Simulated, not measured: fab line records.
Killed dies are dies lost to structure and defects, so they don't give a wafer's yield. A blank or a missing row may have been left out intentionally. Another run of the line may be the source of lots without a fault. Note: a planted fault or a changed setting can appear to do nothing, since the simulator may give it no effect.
Which of the tools did it? :: flow n5_finfet :: 15 lots with 45 wafers sampled at 4 steps, on a route of 1938 steps

## WHAT THE GAUGES SHOWED, per wafer
The record holds no reading of a measuring or inspecting step that can be judged against a usual standard deviation.

## EACH LOT AND THE TOOL THAT RAN IT (in order: tool; ch and the chambers of the sampled wafers; start)
lot: L867
N5_HKMG_FIN_ETCH_54: rie_diel-04 ch 0,1,2, day 4 03:56
N5_HKMG_FIN_CVD_62: thermal_cvd_si-01 ch 0,2, day 4 05:37
N5_HKMG_FIN_PWFM_ALD_03: ald_metal-01 ch 0,1, day 4 06:20
N5_HKMG_FIN_EXPOSE_09: arfi_scanner-01 ch 0, day 4 07:04

lot: L869
N5_HKMG_FIN_ETCH_54: rie_diel-04 ch 0,3, day 4 16:35
N5_HKMG_FIN_CVD_62: thermal_cvd_si-01 ch 0,1, day 4 18:17
N5_HKMG_FIN_PWFM_ALD_03: ald_metal-01 ch 1,2, day 4 19:06
N5_HKMG_FIN_EXPOSE_09: arfi_scanner-03 ch 0, day 4 19:49

lot: L870
N5_HKMG_FIN_ETCH_54: rie_diel-02 ch 1,2,3, day 5 00:08
N5_HKMG_FIN_CVD_62: thermal_cvd_si-02 ch 0,1,2, day 5 01:49
N5_HKMG_FIN_PWFM_ALD_03: ald_metal-04 ch 0,1,3, day 5 02:32
N5_HKMG_FIN_EXPOSE_09: arfi_scanner-01 ch 0, day 5 03:16

lot: L871
N5_HKMG_FIN_ETCH_54: rie_diel-04 ch 0,1,3, day 5 03:41
N5_HKMG_FIN_CVD_62: thermal_cvd_si-01 ch 0,1,2, day 5 05:23
N5_HKMG_FIN_PWFM_ALD_03: ald_metal-01 ch 2,3, day 5 06:13
N5_HKMG_FIN_EXPOSE_09: arfi_scanner-01 ch 0, day 5 06:49

lot: L872
N5_HKMG_FIN_ETCH_54: rie_diel-02 ch 0,2,3, day 5 07:24
N5_HKMG_FIN_CVD_62: thermal_cvd_si-02 ch 0,1,2, day 5 09:05
N5_HKMG_FIN_PWFM_ALD_03: ald_metal-01 ch 0,1,3, day 5 09:49
N5_HKMG_FIN_EXPOSE_09: arfi_scanner-01 ch 0, day 5 10:24

lot: L873
N5_HKMG_FIN_ETCH_54: rie_diel-04 ch 0,2,3, day 5 10:58
N5_HKMG_FIN_CVD_62: thermal_cvd_si-01 ch 0,1,2, day 5 12:40
N5_HKMG_FIN_PWFM_ALD_03: ald_metal-02 ch 1,2,3, day 5 13:38
N5_HKMG_FIN_EXPOSE_09: arfi_scanner-02 ch 0, day 5 14:21

lot: L875
N5_HKMG_FIN_ETCH_54: rie_diel-02 ch 1,2,3, day 6 03:14
N5_HKMG_FIN_CVD_62: thermal_cvd_si-01 ch 1,2, day 6 04:56
N5_HKMG_FIN_PWFM_ALD_03: ald_metal-04 ch 1,2,3, day 6 05:39
N5_HKMG_FIN_EXPOSE_09: arfi_scanner-02 ch 0, day 6 06:14

lot: L877
N5_HKMG_FIN_ETCH_54: rie_diel-04 ch 1,2, day 6 12:41
N5_HKMG_FIN_CVD_62: thermal_cvd_si-01 ch 0,1,2, day 6 14:23
N5_HKMG_FIN_PWFM_ALD_03: ald_metal-02 ch 1,3, day 6 15:06
N5_HKMG_FIN_EXPOSE_09: arfi_scanner-01 ch 0, day 6 15:49

lot: L879
N5_HKMG_FIN_ETCH_54: rie_diel-04 ch 0,2, day 7 06:41
N5_HKMG_FIN_CVD_62: thermal_cvd_si-01 ch 0,1, day 7 08:23
N5_HKMG_FIN_PWFM_ALD_03: ald_metal-02 ch 1,3, day 7 09:07
N5_HKMG_FIN_EXPOSE_09: arfi_scanner-01, day 7 09:50

lot: L880
N5_HKMG_FIN_ETCH_54: rie_diel-05 ch 1,2,3, day 7 10:43
N5_HKMG_FIN_CVD_62: thermal_cvd_si-02 ch 0,1,2, day 7 12:25
N5_HKMG_FIN_PWFM_ALD_03: ald_metal-02 ch 1,2,3, day 7 13:08
N5_HKMG_FIN_EXPOSE_09: arfi_scanner-01, day 7 13:44

lot: L881
N5_HKMG_FIN_ETCH_54: rie_diel-02 ch 1,2,3, day 7 13:48
N5_HKMG_FIN_CVD_62: thermal_cvd_si-01 ch 0,1,2, day 7 15:31
N5_HKMG_FIN_PWFM_ALD_03: ald_metal-04 ch 1,2,3, day 7 16:30
N5_HKMG_FIN_EXPOSE_09: arfi_scanner-03, day 7 17:13

lot: L887
N5_HKMG_FIN_ETCH_54: rie_diel-05 ch 0,1,3, day 9 01:25
N5_HKMG_FIN_CVD_62: thermal_cvd_si-01 ch 0,1,2, day 9 03:09
N5_HKMG_FIN_PWFM_ALD_03: ald_metal-01 ch 0,1,2, day 9 04:03
N5_HKMG_FIN_EXPOSE_09: arfi_scanner-01 ch 0, day 9 04:46

lot: L888
N5_HKMG_FIN_ETCH_54: rie_diel-02 ch 0,2,3, day 9 12:23
N5_HKMG_FIN_CVD_62: thermal_cvd_si-02 ch 0,1, day 9 14:04
N5_HKMG_FIN_PWFM_ALD_03: ald_metal-02 ch 1,2,3, day 9 14:55
N5_HKMG_FIN_EXPOSE_09: arfi_scanner-03 ch 0, day 9 15:38

lot: L889
N5_HKMG_FIN_ETCH_54: rie_diel-02 ch 0,1, day 9 17:40
N5_HKMG_FIN_CVD_62: thermal_cvd_si-01 ch 0,1,2, day 9 19:21
N5_HKMG_FIN_PWFM_ALD_03: ald_metal-04 ch 1,2, day 9 20:04
N5_HKMG_FIN_EXPOSE_09: arfi_scanner-02 ch 0, day 9 20:47

lot: L890
N5_HKMG_FIN_ETCH_54: rie_diel-02 ch 0,1,3, day 9 18:31
N5_HKMG_FIN_CVD_62: thermal_cvd_si-02 ch 0,2, day 9 20:13
N5_HKMG_FIN_PWFM_ALD_03: ald_metal-02 ch 0,2,3, day 9 20:56
N5_HKMG_FIN_EXPOSE_09: arfi_scanner-02 ch 0, day 9 21:32
- N5_HKMG_FIN_ETCH_54: etches SiARC in CF4, target depth 45.5 nm, time 75.8 s.
- N5_HKMG_FIN_CVD_62: deposits a-Si from Si2H6, target thk 3 nm, time 20.8 s.
- N5_HKMG_FIN_PWFM_ALD_03: deposits TiN, target thk 2 nm, pulse time 1 s, purge time 3 s.
- N5_HKMG_FIN_EXPOSE_09: exposes mask NWFM.

## WHAT THE TOOLS THEMSELVES READ (means of the sampled wafers that have a number; where no wafer has one, the mark that the record gives instead)
N5_HKMG_FIN_ETCH_54. Usual: drypump_motor_current_A 5.8 A, standard deviation 0.4; etch_rf_on_time_s 77.3 s, standard deviation 2.7; oes_product_au 0.65 a.u., standard deviation 0.092; rf_vpp_V 184.0 V, standard deviation 1.2; showerhead_plenum_p_Torr 2.15 Torr, standard deviation 0.082; throttle_valve_pct 15.55 %, standard deviation 0.22.
lot: L867
tool: rie_diel-04
drypump_motor_current_A (A): 5.5
etch_rf_on_time_s (s): 76.6
oes_product_au (a.u.): 0.68
rf_vpp_V (V): 184.5
showerhead_plenum_p_Torr (Torr): 2.21
throttle_valve_pct (%): 15.57
flag: 

lot: L869
tool: rie_diel-04
drypump_motor_current_A (A): 5.8
etch_rf_on_time_s (s): 77.5
oes_product_au (a.u.): 0.72
rf_vpp_V (V): 184.7
showerhead_plenum_p_Torr (Torr): 2.23
throttle_valve_pct (%): 15.54
flag: 

lot: L870
tool: rie_diel-02
drypump_motor_current_A (A): 6.0
etch_rf_on_time_s (s): 79.0
oes_product_au (a.u.): 0.59
rf_vpp_V (V): 184.8
showerhead_plenum_p_Torr (Torr): 2.15
throttle_valve_pct (%): 15.56
flag: 

lot: L871
tool: rie_diel-04
drypump_motor_current_A (A): 5.7
etch_rf_on_time_s (s): 77.7
oes_product_au (a.u.): 0.65
rf_vpp_V (V): 186.5
showerhead_plenum_p_Torr (Torr): 2.21
throttle_valve_pct (%): 15.50
flag: 

lot: L872
tool: rie_diel-02
drypump_motor_current_A (A): 6.1
etch_rf_on_time_s (s): 77.0
oes_product_au (a.u.): 0.60
rf_vpp_V (V): 182.6
showerhead_plenum_p_Torr (Torr): 2.10
throttle_valve_pct (%): 15.53
flag: 

lot: L873
tool: rie_diel-04
drypump_motor_current_A (A): 5.6
etch_rf_on_time_s (s): 78.1
oes_product_au (a.u.): 0.64
rf_vpp_V (V): 184.3
showerhead_plenum_p_Torr (Torr): 2.18
throttle_valve_pct (%): 15.65
flag: 

lot: L875
tool: rie_diel-02
drypump_motor_current_A (A): 6.0
etch_rf_on_time_s (s): 79.5
oes_product_au (a.u.): 0.58
rf_vpp_V (V): 184.3
showerhead_plenum_p_Torr (Torr): 2.14
throttle_valve_pct (%): 15.58
flag: 

lot: L877
tool: rie_diel-04
drypump_motor_current_A (A): 5.3
etch_rf_on_time_s (s): 77.8
oes_product_au (a.u.): 0.59
rf_vpp_V (V): 183.6
showerhead_plenum_p_Torr (Torr): 2.15
throttle_valve_pct (%): 15.72
flag: 

lot: L879
tool: rie_diel-04
drypump_motor_current_A (A): 5.4
etch_rf_on_time_s (s): 76.4
oes_product_au (a.u.): 0.64
rf_vpp_V (V): 183.6
showerhead_plenum_p_Torr (Torr): 2.17
throttle_valve_pct (%): 15.78
flag: 

lot: L880
tool: rie_diel-05
drypump_motor_current_A (A): 5.7
etch_rf_on_time_s (s): 76.2
oes_product_au (a.u.): 0.70
rf_vpp_V (V): 183.6
showerhead_plenum_p_Torr (Torr): 2.11
throttle_valve_pct (%): 15.65
flag: 

lot: L881
tool: rie_diel-02
drypump_motor_current_A (A): 6.0
etch_rf_on_time_s (s): 80.0
oes_product_au (a.u.): 0.66
rf_vpp_V (V): 183.5
showerhead_plenum_p_Torr (Torr): 2.14
throttle_valve_pct (%): 15.44
flag: 

lot: L887
tool: rie_diel-05
drypump_motor_current_A (A): 5.6
etch_rf_on_time_s (s): 75.1
oes_product_au (a.u.): 0.74
rf_vpp_V (V): 184.4
showerhead_plenum_p_Torr (Torr): 2.18
throttle_valve_pct (%): 15.54
flag: 

lot: L888
tool: rie_diel-02
drypump_motor_current_A (A): 6.1
etch_rf_on_time_s (s): 77.2
oes_product_au (a.u.): 0.58
rf_vpp_V (V): 183.1
showerhead_plenum_p_Torr (Torr): 2.09
throttle_valve_pct (%): 15.61
flag: 

lot: L889
tool: rie_diel-02
drypump_motor_current_A (A): 6.0
etch_rf_on_time_s (s): 78.4
oes_product_au (a.u.): 0.70
rf_vpp_V (V): 183.7
showerhead_plenum_p_Torr (Torr): 2.13
throttle_valve_pct (%): 15.26
flag: 

lot: L890
tool: rie_diel-02
drypump_motor_current_A (A): 6.2
etch_rf_on_time_s (s): 78.6
oes_product_au (a.u.): 0.64
rf_vpp_V (V): 183.4
showerhead_plenum_p_Torr (Torr): 2.11
throttle_valve_pct (%): 15.35
flag: 

N5_HKMG_FIN_CVD_62. Usual: heater_power_w reads 1393 W (standard deviation 120).
lot: L867
tool: thermal_cvd_si-01
heater_power_w (W): 1457
flag: 

lot: L869
tool: thermal_cvd_si-01
heater_power_w (W): 1482
flag: 

lot: L870
tool: thermal_cvd_si-02
heater_power_w (W): 1292
flag: 

lot: L871
tool: thermal_cvd_si-01
heater_power_w (W): 1491
flag: 

lot: L872
tool: thermal_cvd_si-02
heater_power_w (W): 1262
flag: 

lot: L873
tool: thermal_cvd_si-01
heater_power_w (W): 1490
flag: 

lot: L875
tool: thermal_cvd_si-01
heater_power_w (W): 1546
flag: 

lot: L877
tool: thermal_cvd_si-01
heater_power_w (W): 1492
flag: 

lot: L879
tool: thermal_cvd_si-01
heater_power_w (W): 1514
flag: 

lot: L880
tool: thermal_cvd_si-02
heater_power_w (W): 1296
flag: 

lot: L881
tool: thermal_cvd_si-01
heater_power_w (W): 1505
flag: 

lot: L887
tool: thermal_cvd_si-01
heater_power_w (W): 1505
flag: 

lot: L888
tool: thermal_cvd_si-02
heater_power_w (W): 1252
flag: 

lot: L889
tool: thermal_cvd_si-01
heater_power_w (W): 1510
flag: 

lot: L890
tool: thermal_cvd_si-02
heater_power_w (W): 1319
flag: 

N5_HKMG_FIN_PWFM_ALD_03. Usual: heater_power_w 873 W, standard deviation 74; precursor_pulse_height_rel 0.997, standard deviation 0.02.
lot: L867
tool: ald_metal-01
heater_power_w (W): 934
precursor_pulse_height_rel: 0.989
flag: 

lot: L869
tool: ald_metal-01
heater_power_w (W): 923
precursor_pulse_height_rel: 0.993
flag: 

lot: L870
tool: ald_metal-04
heater_power_w (W): 803
precursor_pulse_height_rel: 0.978
flag: 

lot: L871
tool: ald_metal-01
heater_power_w (W): 980
precursor_pulse_height_rel: 0.989
flag: 

lot: L872
tool: ald_metal-01
heater_power_w (W): 925
precursor_pulse_height_rel: 0.981
flag: 

lot: L873
tool: ald_metal-02
heater_power_w (W): 878
precursor_pulse_height_rel: 0.997
flag: 

lot: L875
tool: ald_metal-04
heater_power_w (W): 809
precursor_pulse_height_rel: 0.999
flag: 

lot: L877
tool: ald_metal-02
heater_power_w (W): 845
precursor_pulse_height_rel: 0.999
flag: 

lot: L879
tool: ald_metal-02
heater_power_w (W): 852
precursor_pulse_height_rel: 0.998
flag: 

lot: L880
tool: ald_metal-02
heater_power_w (W): 876
precursor_pulse_height_rel: 0.991
flag: 

lot: L881
tool: ald_metal-04
heater_power_w (W): 808
precursor_pulse_height_rel: 1.001
flag: 

lot: L887
tool: ald_metal-01
heater_power_w (W): 944
precursor_pulse_height_rel: 1.009
flag: 

lot: L888
tool: ald_metal-02
heater_power_w (W): 874
precursor_pulse_height_rel: 1.007
flag: 

lot: L889
tool: ald_metal-04
heater_power_w (W): 814
precursor_pulse_height_rel: 0.987
flag: 

lot: L890
tool: ald_metal-02
heater_power_w (W): 892
precursor_pulse_height_rel: 0.999
flag: 

N5_HKMG_FIN_EXPOSE_09. Usual: exposure_dose_mJ_cm2 39.21, standard deviation 0.034; focus_offset_nm 0.0 nm, standard deviation 0.47.
lot: L867
tool: arfi_scanner-01
exposure_dose_mJ_cm2: 39.20
focus_offset_nm (nm): 0.1
flag: 

lot: L869
tool: arfi_scanner-03
exposure_dose_mJ_cm2: 39.20
focus_offset_nm (nm): -0.2
flag: 

lot: L870
tool: arfi_scanner-01
exposure_dose_mJ_cm2: 39.23
focus_offset_nm (nm): -0.1
flag: 

lot: L871
tool: arfi_scanner-01
exposure_dose_mJ_cm2: 39.21
focus_offset_nm (nm): -0.1
flag: 

lot: L872
tool: arfi_scanner-01
exposure_dose_mJ_cm2: 39.24
focus_offset_nm (nm): -0.1
flag: 

lot: L873
tool: arfi_scanner-02
exposure_dose_mJ_cm2: 39.23
focus_offset_nm (nm): 0.4
flag: 

lot: L875
tool: arfi_scanner-02
exposure_dose_mJ_cm2: 39.17
focus_offset_nm (nm): -0.0
flag: 

lot: L877
tool: arfi_scanner-01
exposure_dose_mJ_cm2: 39.19
focus_offset_nm (nm): 0.2
flag: 

lot: L879
tool: arfi_scanner-01
exposure_dose_mJ_cm2: -
focus_offset_nm (nm): -
flag: OFF

lot: L880
tool: arfi_scanner-01
exposure_dose_mJ_cm2: -
focus_offset_nm (nm): -
flag: OFF

lot: L881
tool: arfi_scanner-03
exposure_dose_mJ_cm2: -
focus_offset_nm (nm): -
flag: OFF

lot: L887
tool: arfi_scanner-01
exposure_dose_mJ_cm2: 39.24
focus_offset_nm (nm): -0.3
flag: 

lot: L888
tool: arfi_scanner-03
exposure_dose_mJ_cm2: 39.19
focus_offset_nm (nm): 0.4
flag: 

lot: L889
tool: arfi_scanner-02
exposure_dose_mJ_cm2: 39.21
focus_offset_nm (nm): 0.3
flag: 

lot: L890
tool: arfi_scanner-02
exposure_dose_mJ_cm2: 39.20
focus_offset_nm (nm): 0.4
flag: 

## THE ANSWER, worked out from the rows above alone
Rule: lot off if the mean of its wafers having a number is beyond 3 standard deviations from the usual mean. A lot without any number at a reading at which 4 lots or more have one is off too. Where the step has rows for the other lots, those lots are counted as sound. After the gauges, taken in route order, come the tools' own readings; for these a lot's mean is taken, as printed above. At the first step where some lot is off, the reading lying furthest off is the one used; lots without a number count as furthest.
Off: L879, L880, L881 (N5_HKMG_FIN_EXPOSE_09, exposure_dose_mJ_cm2). Without a number there: L879, L880, L881.
If a tool, at that step or one of the process steps before it, ran each lot that is off and ran no sound lot following the first of them, it fits. No candidate that was tried fits.

## WHAT THE SIMULATOR HAD INSERTED
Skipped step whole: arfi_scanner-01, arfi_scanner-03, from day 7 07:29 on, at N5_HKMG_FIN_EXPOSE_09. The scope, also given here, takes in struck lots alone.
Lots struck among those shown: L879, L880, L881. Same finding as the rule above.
